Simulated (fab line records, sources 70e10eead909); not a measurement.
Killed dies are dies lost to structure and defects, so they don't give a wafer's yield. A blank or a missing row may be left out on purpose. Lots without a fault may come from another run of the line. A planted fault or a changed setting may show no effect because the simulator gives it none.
fab line records | flow nand_harc
record lots=5 wafers=15 last_day=24
route steps=1159 shown P_STI@75 P_GATE@110
lots that met no fault: from a run of the same line without faults
start_h: hours from the record's first day to the start of the lot's first wafer shown | wait_h: hours since the lot's step before | " the same as in the row above | L1.1+2: a row that stands for several wafers | - no value, or no start given | * or withheld: withheld | < > ~ a bound
route shown NAME@n: a module of which the file shows steps, and the number in the route of the first | usual: mean/standard deviation of fault-free wafers | same: alike in all rows | chamber/n: place in a boat | sites: the reading at each site | _std_site: their standard deviation | _edge_site: outer sites' mean less inner sites' | radius_mm: how far each site lies from the wafer's centre | mask NAME#n: copy n | behind: the tool/chamber that last shaped the wafer | hold: why the lot was held/for how many hours/how that ended | device: the transistor (n, p or np) that didn't switch | end of line: the same wafers' tests at the end of the route | a step without rows: its recipe alone | killed: dies lost to structure and defects at the first sort, not the wafer's yield | map: a wafer's dies, x killed, . not, _ none there
set.NAME: the setting as run; set.NAME@STEP: as run at that earlier step | model.NAME: the simulator's own value behind a step, which no gauge read
lots at some steps of the route; a table a step, a row a wafer
services: from which hour (start_h, from the record's first day; less than 0 if before it) a tool's chamber was out of use, for how many hours, and why
## steps
# step NHARC_P_STI_HMDS_02
# recipe time_s=30
# columns lot.wafer tool chamber start_h wait_h
L078.1+3+6 litho_track-05 0 - -
L080.4+5+6 litho_track-02 0 - -
L092.1+2+3 litho_track-03 0 - -
L094.4+5+6 litho_track-05 0 - -
L096.1+5+6 litho_track-05 0 - -
# step NHARC_P_STI_COAT_41
# recipe temp_c=200 time_s=65
# usual heater_power_total_W=386.1/1.3
# columns lot.wafer tool chamber start_h wait_h heater_power_total_W
L078.1 litho_track-05 0 - - 385.8
L078.3 " 0 " " 385.1
L078.6 " 0 " " 387.5
L080.4 litho_track-02 0 - - 384.7
L080.5 " 0 " " 386.5
L080.6 " 0 " " 386.1
L092.1 litho_track-03 0 - - 386.9
L092.2 " 0 " " 385.0
L092.3 " 0 " " 385.9
L094.4 litho_track-05 0 - - 387.6
L094.5 " 0 " " 384.2
L094.6 " 0 " " 388.0
L096.1 litho_track-05 0 - - 387.9
L096.5 " 0 " " 387.1
L096.6 " 0 " " 384.8
# step NHARC_P_STI_COAT_03
# recipe spin_rpm=2000 resist_thk_nm=600
# columns lot.wafer tool chamber start_h wait_h
L078.1+3+6 litho_track-05 0 - -
L080.4+5+6 litho_track-02 0 - -
L092.1+2+3 litho_track-03 0 - -
L094.4+5+6 litho_track-05 0 - -
L096.1+5+6 litho_track-05 0 - -
# step NHARC_P_STI_SOFTBAKE_04
# recipe temp_c=125 time_s=70
# usual heater_power_total_W=200.8/1.3
# columns lot.wafer tool chamber start_h wait_h heater_power_total_W
L078.1 litho_track-05 0 - - 200.5
L078.3 " 0 " " 199.8
L078.6 " 0 " " 201.7
L080.4 litho_track-02 0 - - 201.4
L080.5 " 0 " " 200.6
L080.6 " 0 " " 201.0
L092.1 litho_track-03 0 - - 198.9
L092.2 " 0 " " 202.8
L092.3 " 0 " " 201.3
L094.4 litho_track-05 0 - - 199.2
L094.5 " 0 " " 198.8
L094.6 " 0 " " 202.0
L096.1 litho_track-05 0 - - 202.3
L096.5 " 0 " " 200.8
L096.6 " 0 " " 198.9
# step NHARC_P_STI_EBR_05
# columns lot.wafer tool chamber start_h wait_h
L078.1+3+6 litho_track-05 0 - -
L080.4+5+6 litho_track-02 0 - -
L092.1+2+3 litho_track-03 0 - -
L094.4+5+6 litho_track-05 0 - -
L096.1+5+6 litho_track-05 0 - -
# step NHARC_P_STI_EXPOSE_06
# recipe na=0.55 target_cd_nm=200 dose_mj=37.69 mask_id=P_STI
# usual focus_offset_nm=0.0/0.53
# columns lot.wafer tool chamber start_h wait_h mask focus_offset_nm
L078.1 krf_scanner-01 0 59.69 - P_STI#0 0.0
L078.3 " 0 " " P_STI#0 -1.3
L078.6 " 0 " " P_STI#0 -0.6
L080.4 krf_scanner-03 0 72.79 - P_STI#0 -0.3
L080.5 " 0 " " P_STI#0 0.3
L080.6 " 0 " " P_STI#0 0.0
L092.1 krf_scanner-01 0 143.55 - P_STI#0 -0.3
L092.2 " 0 " " P_STI#0 0.2
L092.3 " 0 " " P_STI#0 -0.6
L094.4 krf_scanner-04 0 151.71 - P_STI#0 0.2
L094.5 " 0 " " P_STI#0 0.2
L094.6 " 0 " " P_STI#0 -0.1
L096.1 krf_scanner-01 0 168.22 - P_STI#0 0.2
L096.5 " 0 " " P_STI#0 0.7
L096.6 " 0 " " P_STI#0 0.9
# step NHARC_P_STI_PEB_07
# recipe peb_temp_c=128 peb_time_s=80
# usual heater_power_total_W=189.7/0.72
# columns lot.wafer tool chamber start_h wait_h heater_power_total_W
L078.1 litho_track-05 0 59.76 0.1 189.5
L078.3 " 0 " " 189.5
L078.6 " 0 " " 189.6
L080.4 litho_track-02 0 72.84 0.0 190.8
L080.5 " 0 " " 188.6
L080.6 " 0 " " 189.7
L092.1 litho_track-05 0 143.62 0.1 189.2
L092.2 " 0 " " 189.9
L092.3 " 0 " " 190.0
L094.4 litho_track-03 0 151.76 0.0 190.0
L094.5 " 0 " " 189.6
L094.6 " 0 " " 190.9
L096.1 litho_track-03 0 168.28 0.1 190.3
L096.5 " 0 " " 189.7
L096.6 " 0 " " 188.6
# step NHARC_P_STI_DEVELOP_08
# recipe time_s=50 dev_temp_c=22
# usual developer_temp_C=22.01/0.096
# columns lot.wafer tool chamber start_h wait_h developer_temp_C
L078.1 litho_track-05 0 - - 21.89
L078.3 " 0 " " 21.95
L078.6 " 0 " " 22.05
L080.4 litho_track-02 0 - - 22.03
L080.5 " 0 " " 21.86
L080.6 " 0 " " 21.94
L092.1 litho_track-05 0 - - 22.25
L092.2 " 0 " " 22.15
L092.3 " 0 " " 22.17
L094.4 litho_track-03 0 - - 22.13
L094.5 " 0 " " 22.19
L094.6 " 0 " " 22.04
L096.1 litho_track-03 0 - - 21.96
L096.5 " 0 " " 22.03
L096.6 " 0 " " 21.95
# step NHARC_P_STI_CD_MEAS_09
# recipe target_cd_nm=200 landing_energy_ev=500
# usual cd_nm=198.3/2.4
# columns lot.wafer tool chamber start_h wait_h cd_nm
L078.1 cd_sem-01 0 59.84 - 199.3
L078.3 " 0 " " 195.3
L078.6 " 0 " " 198.4
L080.4 cd_sem-02 0 72.93 - 199.4
L080.5 " 0 " " 200.0
L080.6 " 0 " " 199.7
L092.1 cd_sem-02 0 143.71 - 197.8
L092.2 " 0 " " 194.6
L092.3 " 0 " " 193.8
L094.4 cd_sem-03 0 151.85 - 196.8
L094.5 " 0 " " 202.6
L094.6 " 0 " " 197.9
L096.1 cd_sem-03 0 168.37 - 202.6
L096.5 " 0 " " 204.5
L096.6 " 0 " " 200.9
# step NHARC_P_STI_OVL_MEAS_10
# usual overlay_x_nm=1/7.3 overlay_y_nm=-2/5.9
# columns lot.wafer tool chamber start_h wait_h overlay_x_nm overlay_y_nm
L078.1 overlay-01 - 59.93 - 8 -4
L078.3 " - " " 8 -4
L078.6 " - " " 8 -4
L080.4 overlay-01 - 73.02 - -3 -2
L080.5 " - " " -3 -2
L080.6 " - " " -2 -2
L092.1 overlay-01 - 143.79 - -6 -7
L092.2 " - " " -6 -7
L092.3 " - " " -6 -8
L094.4 overlay-02 - 151.93 - -6 1
L094.5 " - " " -7 0
L094.6 " - " " -7 1
L096.1 overlay-02 - 168.46 - 1 -3
L096.5 " - " " 2 -2
L096.6 " - " " 2 -2
# step NHARC_P_STI_INSPECT_11
# usual raw_defect_count=5.3/2.9
# columns lot.wafer tool chamber start_h wait_h raw_defect_count
L078.1 defect_inspect-02 - 59.97 0.0 3
L078.3 " - " " 8
L078.6 " - " " 3
L080.4 defect_inspect-01 - 73.05 0.0 4
L080.5 " - " " 3
L080.6 " - " " 6
L092.1 defect_inspect-02 - 143.83 0.0 5
L092.2 " - " " 8
L092.3 " - " " 8
L094.4 defect_inspect-02 - 151.97 0.0 3
L094.5 " - " " 3
L094.6 " - " " 3
L096.1 defect_inspect-02 - 168.49 0.0 2
L096.5 " - " " 15
L096.6 " - " " 5
# step NHARC_P_STI_HARDBAKE_13
# recipe temp_c=118 time_s=65
# usual heater_power_total_W=195.7/0.36
# columns lot.wafer tool chamber start_h wait_h heater_power_total_W
L078.1 litho_track-05 0 60.03 0.1 196.0
L078.3 " 0 " " 196.1
L078.6 " 0 " " 195.2
L080.4 litho_track-02 0 73.12 0.1 195.3
L080.5 " 0 " " 195.4
L080.6 " 0 " " 195.4
L092.1 litho_track-05 0 143.89 0.1 195.1
L092.2 " 0 " " 196.1
L092.3 " 0 " " 195.5
L094.4 litho_track-02 0 152.03 0.1 195.2
L094.5 " 0 " " 195.2
L094.6 " 0 " " 195.2
L096.1 litho_track-03 0 168.55 0.1 195.8
L096.5 " 0 " " 195.4
L096.6 " 0 " " 195.5
# step NHARC_P_STI_DESCUM_14
# recipe time_s=3 o2_flow_sccm=200 ar_flow_sccm=0 bias_power_w=0 chemistry=O2
# usual chamber_pressure_mTorr=60.00/0.059 drypump_motor_current_A=5.7/0.45 oes_product_au=1.001/0.0097 rf_vpp_V=57.8/0.95 showerhead_plenum_p_Torr=1.93/0.088 throttle_valve_pct=11.313/0.0083
# columns lot.wafer tool chamber start_h wait_h chamber_pressure_mTorr drypump_motor_current_A oes_product_au rf_hours_counter_h rf_vpp_V showerhead_plenum_p_Torr throttle_valve_pct
L078.1 rie_diel-02 2 60.13 - 60.03 6.3 0.997 4.0 56.4 1.91 11.322
L078.3 " 3 " " 59.86 5.8 1.005 5.3 58.6 2.05 11.317
L078.6 " 1 " " 60.01 5.6 1.000 - 58.2 1.79 11.303
L080.4 rie_diel-12 1 73.18 - 60.01 5.2 0.983 0.9 56.2 1.87 11.301
L080.6 " 1 " " 60.01 5.2 0.996 - 59.2 1.87 11.316
L080.5 " 2 " " 60.00 6.4 0.988 - 58.4 1.88 11.319
L092.1 rie_diel-12 1 143.98 - 59.88 5.2 1.005 2.5 56.6 1.87 11.314
L092.2 " 2 " " 59.98 6.4 1.002 2.8 56.6 1.88 11.313
L092.3 " 3 " " 59.91 5.6 1.011 2.8 58.8 2.06 11.305
L094.4 rie_diel-12 3 152.13 - 60.05 5.6 1.014 3.0 57.8 2.06 11.311
L094.6 " 0 " " 59.96 5.0 1.004 - 58.2 1.98 11.315
L094.5 " 1 " " 59.92 5.2 1.006 - 58.0 1.87 11.318
L096.1 rie_diel-12 3 168.65 - 60.03 5.6 1.010 3.5 58.0 2.06 11.317
L096.5 " 1 " " 59.98 5.2 1.003 - 57.2 1.87 11.310
L096.6 " 2 " " 60.05 6.4 0.995 - 56.9 1.88 11.312
# step NHARC_P_STI_ETCH_42
# recipe target_depth_a=800 overetch_a=240 time_s=61 ion_energy_ev=200 n2_flow_sccm=150 h2_flow_sccm=150 ar_flow_sccm=0 rf_w=400 bias_w=150 chemistry=N2/H2
# usual chamber_pressure_mTorr=29.999/0.029 drypump_motor_current_A=5.7/0.45 oes_product_au=1.002/0.011 rf_vpp_V=431.3/2.7 showerhead_plenum_p_Torr=2.07/0.098 throttle_valve_pct=14.170/0.008
# columns lot.wafer tool chamber start_h wait_h chamber_pressure_mTorr drypump_motor_current_A oes_product_au rf_hours_counter_h rf_vpp_V showerhead_plenum_p_Torr throttle_valve_pct
L078.3 rie_diel-02 1 60.21 0.1 30.004 5.6 1.004 4.9 426.5 1.90 14.169
L078.1 " 2 " " 30.019 6.3 0.991 4.0 431.2 2.04 14.165
L078.6 " 0 " " 30.018 5.7 1.008 - 432.4 2.07 14.180
L080.4 rie_diel-12 0 73.28 0.1 30.010 5.0 0.990 1.1 433.6 2.11 14.175
L080.6 " 2 " " 30.026 6.5 0.989 - 430.0 2.00 14.174
L080.5 " 3 " " 29.980 5.6 1.007 - 435.0 2.20 14.173
L092.1 rie_diel-12 1 144.05 0.1 29.967 5.2 0.997 2.5 428.7 1.99 14.157
L092.3 " 3 " " 30.007 5.6 1.015 2.8 435.0 2.20 14.169
L092.2 " 0 " " 29.990 5.0 0.996 2.7 432.6 2.11 14.174
L094.4 rie_diel-12 0 152.19 0.1 29.996 4.9 1.003 2.9 431.8 2.11 14.169
L094.5 " 0 " " 29.968 4.9 0.999 - 432.5 2.11 14.151
L094.6 " 1 " " 30.053 5.2 1.004 - 430.2 1.99 14.167
L096.1 rie_diel-12 0 168.72 0.1 29.962 5.0 1.003 3.4 432.5 2.11 14.174
L096.6 " 3 " " 30.049 5.6 1.004 - 434.3 2.20 14.166
L096.5 " 0 " " 30.022 5.0 1.003 - 430.9 2.11 14.185
# step NHARC_P_STI_ETCH_31
# recipe target_depth_a=1089 time_s=54.5 cf4_flow_sccm=100 chf3_flow_sccm=30 ar_flow_sccm=0 rf_w=500 bias_w=200 chemistry=CF4/CHF3
# usual chamber_pressure_mTorr=25.000/0.022 drypump_motor_current_A=5.7/0.44 oes_product_au=0.968/0.017 rf_vpp_V=371.1/2.4 showerhead_plenum_p_Torr=1.59/0.069 throttle_valve_pct=16.801/0.0088
# columns lot.wafer tool chamber start_h wait_h chamber_pressure_mTorr drypump_motor_current_A oes_product_au rf_hours_counter_h rf_vpp_V showerhead_plenum_p_Torr throttle_valve_pct
L078.3 rie_diel-02 0 - - 24.992 5.7 0.961 5.4 371.4 1.60 16.806
L078.1 " 3 " " 25.013 5.8 0.968 5.3 374.9 1.68 16.796
L078.6 " 1 " " 24.998 5.6 0.953 - 366.0 1.48 16.789
L080.4 rie_diel-12 1 - - 25.003 5.2 0.965 0.9 369.2 1.54 16.821
L080.5 " 0 " " 24.992 5.0 0.971 - 372.1 1.62 16.806
L080.6 " 1 " " 24.946 5.2 0.974 - 368.9 1.54 16.797
L092.1 rie_diel-12 1 - - 24.996 5.2 0.961 2.5 368.5 1.54 16.802
L092.2 " 2 " " 25.016 6.5 0.980 2.8 369.3 1.54 16.809
L092.3 " 3 " " 25.006 5.6 0.998 2.8 373.2 1.69 16.799
L094.4 rie_diel-12 1 - - 25.026 5.2 0.963 2.7 368.8 1.54 16.801
L094.5 " 1 " " 24.988 5.2 0.966 - 370.1 1.54 16.818
L094.6 " 2 " " 24.963 6.4 0.971 - 369.9 1.54 16.808
L096.1 rie_diel-12 1 - - 24.992 5.2 0.962 3.2 370.0 1.54 16.793
L096.6 " 0 " " 25.020 5.0 0.982 - 373.3 1.62 16.789
L096.5 " 1 " " 24.972 5.2 0.969 - 369.0 1.54 16.794
# step NHARC_P_STI_ETCH_15
# recipe target_depth_a=3000 taper_deg=4 time_s=100.1 hbr_flow_sccm=150 cl2_flow_sccm=50 rf_w=400 icp_w=400 bias_w=100 chemistry=HBr/Cl2
# usual chamber_pressure_mTorr=14.999/0.013 drypump_motor_current_A=5.8/0.4 oes_product_au=1.001/0.012 throttle_valve_pct=26.406/0.0092
# columns lot.wafer tool chamber start_h wait_h chamber_pressure_mTorr drypump_motor_current_A oes_product_au rf_hours_counter_h throttle_valve_pct
L078.3 rie_si-04 0 60.42 - 14.998 5.8 1.004 0.8 26.406
L078.1 " 1 " " 15.004 6.1 1.020 0.9 26.403
L078.6 " 3 " " 15.008 5.5 1.006 - 26.403
L080.4 rie_si-06 3 73.49 - 15.000 6.4 1.010 0.4 26.407
L080.5 " 1 " " 14.996 5.6 1.009 - 26.401
L080.6 " 2 " " 15.001 5.7 0.990 - 26.412
L092.2 rie_si-06 1 144.25 - 15.022 5.6 0.989 1.0 26.408
L092.1 " 3 " " 14.996 6.4 1.006 0.9 26.411
L092.3 " 0 " " 14.980 6.5 1.016 0.8 26.424
L094.4 rie_si-04 2 152.40 - 15.027 5.9 0.986 0.3 26.389
L094.6 " 1 " " 15.000 6.1 1.018 - 26.393
L094.5 " 2 " " 14.971 5.9 0.995 - 26.407
L096.1 rie_si-06 0 168.93 - 15.014 6.6 1.019 1.1 26.396
L096.5 " 2 " " 15.009 5.6 0.996 - 26.423
L096.6 " 3 " " 14.980 6.4 1.018 - 26.414
# step NHARC_P_STI_CD_MEAS_16
# usual cd_nm=198.0/3
# columns lot.wafer tool chamber start_h wait_h cd_nm
L078.1 cd_sem-03 - 60.55 - 200.6
L078.3 " - " " 194.9
L078.6 " - " " 201.2
L080.4 cd_sem-02 - 73.63 - 195.4
L080.5 " - " " 198.8
L080.6 " - " " 198.8
L092.1 cd_sem-01 - 144.41 - 198.7
L092.2 " - " " 191.1
L092.3 " - " " 194.3
L094.4 cd_sem-02 - 152.56 - 194.2
L094.5 " - " " 198.9
L094.6 " - " " 199.0
L096.1 cd_sem-02 - 169.06 - 200.2
L096.5 " - " " 202.1
L096.6 " - " " 201.0
# step NHARC_P_STI_OCD_MEAS_17
# usual trench_depth_nm=301/5.8 trench_foot_cd_nm=156.2/2.7
# columns lot.wafer tool chamber start_h wait_h trench_depth_nm trench_foot_cd_nm
L078.1 ocd-01 - 60.66 0.1 308 155.9
L078.3 " - " " 301 153.2
L078.6 " - " " 301 156.1
L080.4 ocd-01 - 73.71 0.1 307 156.8
L080.5 " - " " 306 157.0
L080.6 " - " " 296 158.8
L092.1 ocd-02 - 144.50 0.1 305 155.6
L092.2 " - " " 296 153.1
L092.3 " - " " 310 150.5
L094.4 ocd-01 - 152.65 0.1 296 155.2
L094.5 " - " " 298 160.7
L094.6 " - " " 309 154.3
L096.1 ocd-01 - 169.15 0.1 312 158.9
L096.5 " - " " 301 162.4
L096.6 " - " " 307 158.3
# step NHARC_P_STI_STRIP_19
# recipe time_s=900 temp_c=130 chemistry=SPM
# columns lot.wafer tool chamber start_h wait_h
L078.1+6+3 wet_bench-05 2,3,4 60.72 0.1
L080.4+6+5 wet_bench-03 6,1,2 73.77 0.1
L092.2+1+3 wet_bench-03 4,5,7 144.56 0.1
L094.5+6+4 wet_bench-07 4,5,1 152.70 0.0
L096.6+1+5 wet_bench-03 5,6,2 169.21 0.0
# step NHARC_P_STI_PRECLEAN_32
# recipe time_s=* temp_c=50 bath_age_min=0 chemistry=SC1
# columns lot.wafer tool chamber start_h wait_h
L078.1+6+3 wet_bench-05 2,3,4 - -
L080.4+6+5 wet_bench-03 6,1,2 - -
L092.2+1+3 wet_bench-03 4,5,7 - -
L094.5+6+4 wet_bench-07 4,5,1 - -
L096.6+1+5 wet_bench-03 5,6,2 - -
# step NHARC_P_STI_SRD_23
# columns lot.wafer tool chamber start_h wait_h
L078.1+6+3 wet_bench-05 2,3,4 - -
L080.4+6+5 wet_bench-03 6,1,2 - -
L092.2+1+3 wet_bench-03 4,5,7 - -
L094.5+6+4 wet_bench-07 4,5,1 - -
L096.6+1+5 wet_bench-03 5,6,2 - -
# step NHARC_P_STI_OCD_MEAS_43
# usual trench_depth_nm=301/5.7 trench_foot_cd_nm=156.3/2.7
# columns lot.wafer tool chamber start_h wait_h trench_depth_nm trench_foot_cd_nm
L078.1 ocd-02 - 61.16 - 307 156.2
L078.3 " - " " 301 153.4
L078.6 " - " " 301 156.3
L080.4 ocd-02 - 74.24 - 307 156.5
L080.5 " - " " 307 157.0
L080.6 " - " " 296 157.9
L092.1 ocd-01 - 145.02 - 304 156.0
L092.2 " - " " 296 153.8
L092.3 " - " " 310 150.4
L094.4 ocd-01 - 153.16 - 297 155.1
L094.5 " - " " 299 160.9
L094.6 " - " " 310 154.5
L096.1 ocd-02 - 169.67 - 312 158.9
L096.5 " - " " 300 162.0
L096.6 " - " " 306 158.4
# step NHARC_P_STI_OXIDE_33
# recipe target_thk_a=100 temp_c=1000 ox_time_s=281 material=SiO2
# columns lot.wafer tool chamber start_h wait_h
L078.1+3+6 furnace-03 0 65.24 4.1
L080.4+5+6 furnace-06 0 78.70 4.5
L092.1+2+3 furnace-05 0 148.73 3.7
L094.4+5+6 furnace-05 0 157.49 4.3
L096.1+5+6 furnace-03 0 170.94 1.3
# step NHARC_P_STI_HDPCVD_20
# recipe target_thk_a=withheld sigma_open_frac=withheld material=SiO2
# columns lot.wafer tool chamber start_h wait_h
L078.1+3+6 hdpcvd-01 1,0,1 69.97 0.5
L080.4+5+6 hdpcvd-01 1,1,0 83.59 0.5
L092.1+2+3 hdpcvd-01 0,1,1 153.40 0.4
L094.4+5+6 hdpcvd-01 0,0,1 162.40 0.5
L096.1+5+6 hdpcvd-01 0,1,0 176.51 1.2
# step NHARC_P_STI_ANNEAL_34
# recipe temp_c=1000 time_s=1800
# columns lot.wafer tool chamber start_h wait_h
L078.1+3+6 furnace-03 0 77.68 7.6
L080.4+5+6 furnace-03 0 88.13 4.5
L092.1+2+3 furnace-06 0 159.09 5.6
L094.4+5+6 furnace-03 0 166.43 3.9
L096.1+5+6 furnace-05 0 181.56 4.9
# step NHARC_P_STI_CMP_21
# recipe t_overpolish_s=20 target_thk_nm=380.67
# usual edge_zone_pressure_frac=1.000/0.005 motor_current_A=12.2/0.98 overpolish_run_s=20.001/0.01
# columns lot.wafer tool chamber start_h wait_h edge_zone_pressure_frac motor_current_A overpolish_run_s
L078.3 cmp-02 3 82.60 0.4 1.004 11.5 19.987
L078.1 " 2 " " 0.989 11.4 19.974
L078.6 " 0 " " 0.987 11.1 19.992
L080.4 cmp-01 1 93.05 0.4 1.001 11.8 20.004
L080.5 " 1 " " 0.994 11.4 20.008
L080.6 " 2 " " 1.006 11.8 20.008
L092.1 cmp-03 1 164.02 0.4 0.999 11.4 20.013
L092.3 " 3 " " 1.006 12.8 20.004
L092.2 " 0 " " 0.997 14.8 19.998
L094.4 cmp-03 3 171.35 0.4 0.996 12.7 19.998
L094.5 " 1 " " 1.003 12.0 20.000
L094.6 " 2 " " 0.990 12.1 20.016
L096.1 cmp-03 3 186.50 0.4 0.995 12.6 19.989
L096.6 " 2 " " 1.000 12.5 20.008
L096.5 " 3 " " 1.005 11.8 20.001
# step NHARC_P_STI_SRD_35
# columns lot.wafer tool chamber start_h wait_h
L078.1+3+6 wet_bench-03 4,5,6 82.90 0.0
L080.6+4+5 wet_bench-07 5,6,7 93.35 0.0
L092.1+2+3 wet_bench-07 7,0,1 164.33 0.0
L094.6+4+5 wet_bench-03 5,6,7 171.61 0.0
L096.6+5+1 wet_bench-03 5,0,1 186.78 0.0
# step NHARC_P_STI_ETCH_36
# recipe target_depth_a=388 chemistry=dHF material=SiO2
# columns lot.wafer tool chamber start_h wait_h
L078.1+3+6 wet_bench-03 4,5,6 82.93 0.0
L080.6+4+5 wet_bench-07 5,6,7 93.38 0.0
L092.1+2+3 wet_bench-07 7,0,1 164.38 0.0
L094.6+4+5 wet_bench-03 5,6,7 171.63 0.0
L096.6+5+1 wet_bench-03 5,0,1 186.80 0.0
# step NHARC_P_STI_STRIP_24
# recipe temp_c=160 chemistry=H3PO4 material=Si3N4
# columns lot.wafer tool chamber start_h wait_h
L078.1+3+6 wet_bench-03 4,5,6 82.94 0.0
L080.6+4+5 wet_bench-07 5,6,7 93.39 0.0
L092.1+2+3 wet_bench-07 7,0,1 164.41 0.0
L094.6+4+5 wet_bench-03 5,6,7 171.65 0.0
L096.6+5+1 wet_bench-03 5,0,1 186.81 0.0
# step NHARC_P_STI_ETCH_37
# recipe target_depth_a=110 chemistry=dHF material=SiO2
# columns lot.wafer tool chamber start_h wait_h
L078.1+3+6 wet_bench-03 4,5,6 - -
L080.6+4+5 wet_bench-07 5,6,7 - -
L092.1+2+3 wet_bench-07 7,0,1 - -
L094.6+4+5 wet_bench-03 5,6,7 - -
L096.6+5+1 wet_bench-03 5,0,1 - -
# step NHARC_P_STI_PRECLEAN_38
# recipe time_s=* temp_c=50 bath_age_min=0 chemistry=SC1
# columns lot.wafer tool chamber start_h wait_h
L078.1+3+6 wet_bench-03 4,5,6 - -
L080.6+4+5 wet_bench-07 5,6,7 - -
L092.1+2+3 wet_bench-07 7,0,1 - -
L094.6+4+5 wet_bench-03 5,6,7 - -
L096.6+5+1 wet_bench-03 5,0,1 - -
# step NHARC_P_STI_SRD_39
# columns lot.wafer tool chamber start_h wait_h
L078.1+3+6 wet_bench-03 4,5,6 - -
L080.6+4+5 wet_bench-07 5,6,7 - -
L092.1+2+3 wet_bench-07 7,0,1 - -
L094.6+4+5 wet_bench-03 5,6,7 - -
L096.6+5+1 wet_bench-03 5,0,1 - -
# step NHARC_P_STI_OXIDE_40
# recipe target_thk_a=100 temp_c=900 ox_time_s=1362 material=SiO2
# columns lot.wafer tool chamber start_h wait_h
L078.1+3+6 furnace-06 0 87.88 -
L080.4+5+6 furnace-03 0 97.99 -
L092.1+2+3 furnace-06 0 171.36 -
L094.4+5+6 furnace-03 0 175.65 -
L096.1+5+6 furnace-03 0 190.81 -
# step NHARC_P_STI_INSPECT_25
# usual raw_defect_count=261/110
# columns lot.wafer tool chamber start_h wait_h raw_defect_count
L078.1 defect_inspect-02 - 91.92 0.4 263
L078.3 " - " " 333
L078.6 " - " " 343
L080.4 defect_inspect-02 - 102.00 0.4 112
L080.5 " - " " 273
L080.6 " - " " 275
L092.1 defect_inspect-02 - 175.48 0.4 306
L092.2 " - " " 705
L092.3 " - " " 511
L094.4 defect_inspect-02 - 179.70 0.4 259
L094.5 " - " " 155
L094.6 " - " " 158
L096.1 defect_inspect-01 - 194.83 0.4 172
L096.5 " - " " 215
L096.6 " - " " 267
# step NHARC_P_GATE_ETCH_69
# recipe target_depth_a=140 chemistry=dHF material=SiO2
# columns lot.wafer tool chamber start_h wait_h
L078.3+1+6 wet_bench-06 1,3,4 91.99 0.1
L080.6+4+5 wet_bench-06 3,5,6 102.05 0.0
L092.2+3+1 wet_bench-06 2,3,7 175.53 0.0
L094.5+4+6 wet_bench-09 0,2,3 179.76 0.1
L096.1+5+6 wet_bench-01 0,1,2 194.88 0.1
# step NHARC_P_GATE_PRECLEAN_70
# recipe time_s=* temp_c=50 bath_age_min=0 chemistry=SC1
# columns lot.wafer tool chamber start_h wait_h
L078.3+1+6 wet_bench-06 1,3,4 92.07 0.1
L080.6+4+5 wet_bench-06 3,5,6 102.14 0.1
L092.2+3+1 wet_bench-06 2,3,7 175.63 0.1
L094.5+4+6 wet_bench-09 0,2,3 179.85 0.1
L096.1+5+6 wet_bench-01 0,1,2 194.97 0.1
# step NHARC_P_GATE_SRD_01
# columns lot.wafer tool chamber start_h wait_h
L078.3+1+6 wet_bench-06 1,3,4 - -
L080.6+4+5 wet_bench-06 3,5,6 - -
L092.2+3+1 wet_bench-06 2,3,7 - -
L094.5+4+6 wet_bench-09 0,2,3 - -
L096.1+5+6 wet_bench-01 0,1,2 - -
# step NHARC_P_GATE_OXIDE_02
# recipe target_thk_a=375 temp_c=950 p_h2o_torr=720 ox_time_s=365 material=SiO2
# columns lot.wafer tool chamber start_h wait_h
L078.1+3+6 furnace-02 0 95.22 -
L080.4+5+6 furnace-08 0 105.27 -
L092.1+2+3 furnace-08 0 181.64 -
L094.4+5+6 furnace-08 0 181.64 -
L096.1+5+6 furnace-07 0 197.87 -
# step NHARC_P_GATE_DEHYDRATE_03
# recipe temp_c=150 time_s=120
# usual heater_power_total_W=182.6/1.2
# columns lot.wafer tool chamber start_h wait_h heater_power_total_W
L078.1 litho_track-07 0 99.74 0.4 181.5
L078.3 " 0 " " 181.2
L078.6 " 0 " " 181.1
L080.4 litho_track-07 0 109.86 0.4 181.3
L080.5 " 0 " " 182.1
L080.6 " 0 " " 180.9
L092.1 litho_track-03 0 186.29 0.4 184.6
L092.2 " 0 " " 182.0
L092.3 " 0 " " 181.3
L094.4 litho_track-05 0 186.29 0.4 183.5
L094.5 " 0 " " 183.3
L094.6 " 0 " " 181.7
L096.1 litho_track-07 0 202.38 0.4 182.7
L096.5 " 0 " " 183.9
L096.6 " 0 " " 183.3
# step NHARC_P_GATE_HMDS_04
# recipe time_s=30
# columns lot.wafer tool chamber start_h wait_h
L078.1+3+6 litho_track-07 0 - -
L080.4+5+6 litho_track-07 0 - -
L092.1+2+3 litho_track-03 0 - -
L094.4+5+6 litho_track-05 0 - -
L096.1+5+6 litho_track-07 0 - -
# step NHARC_P_GATE_COAT_05
# recipe spin_rpm=4690
# columns lot.wafer tool chamber start_h wait_h
L078.1+3+6 litho_track-07 0 - -
L080.4+5+6 litho_track-07 0 - -
L092.1+2+3 litho_track-03 0 - -
L094.4+5+6 litho_track-05 0 - -
L096.1+5+6 litho_track-07 0 - -
# step NHARC_P_GATE_SOFTBAKE_06
# recipe temp_c=122 time_s=95
# usual heater_power_total_W=160.1/0.46
# columns lot.wafer tool chamber start_h wait_h heater_power_total_W
L078.1 litho_track-07 0 - - 159.9
L078.3 " 0 " " 160.0
L078.6 " 0 " " 160.7
L080.4 litho_track-07 0 - - 159.4
L080.5 " 0 " " 160.2
L080.6 " 0 " " 160.4
L092.1 litho_track-03 0 - - 159.1
L092.2 " 0 " " 160.5
L092.3 " 0 " " 160.0
L094.4 litho_track-05 0 - - 160.1
L094.5 " 0 " " 159.9
L094.6 " 0 " " 160.4
L096.1 litho_track-07 0 - - 159.7
L096.5 " 0 " " 160.2
L096.6 " 0 " " 159.9
# step NHARC_P_GATE_EBR_07
# columns lot.wafer tool chamber start_h wait_h
L078.1+3+6 litho_track-07 0 - -
L080.4+5+6 litho_track-07 0 - -
L092.1+2+3 litho_track-03 0 - -
L094.4+5+6 litho_track-05 0 - -
L096.1+5+6 litho_track-07 0 - -
## services
# columns tool chamber start_h hours kind
wet_bench-01 - 37.60 8.0 pm
litho_track-03 - 38.00 7.0 pm
rie_diel-12 1 49.80 4.5 repair
cmp-03 - 58.00 4.0 pm
litho_track-05 - 62.00 7.0 pm
krf_scanner-01 - 84.00 4.0 pm
rie_diel-12 - 86.55 0.7 repair
wet_bench-07 - 96.00 8.0 pm
hdpcvd-01 - 111.71 13.0 pm
wet_bench-09 - 112.80 8.0 pm
cmp-03 - 127.93 2.3 repair
hdpcvd-01 - 128.68 0.9 repair
wet_bench-06 - 129.60 8.0 pm
wet_bench-03 - 142.49 0.5 repair
wet_bench-03 - 146.40 8.0 pm
rie_diel-02 - 150.70 9.0 pm
cmp-03 - 156.00 4.0 pm
litho_track-02 - 165.00 7.0 pm
rie_si-06 - 183.09 9.0 pm
litho_track-07 - 189.00 7.0 pm
rie_diel-02 2 193.43 27.5 repair
rie_diel-02 0 196.45 85.4 repair
wet_bench-05 - 196.80 8.0 pm
furnace-06 - 201.97 26.0 pm
## key
fault none
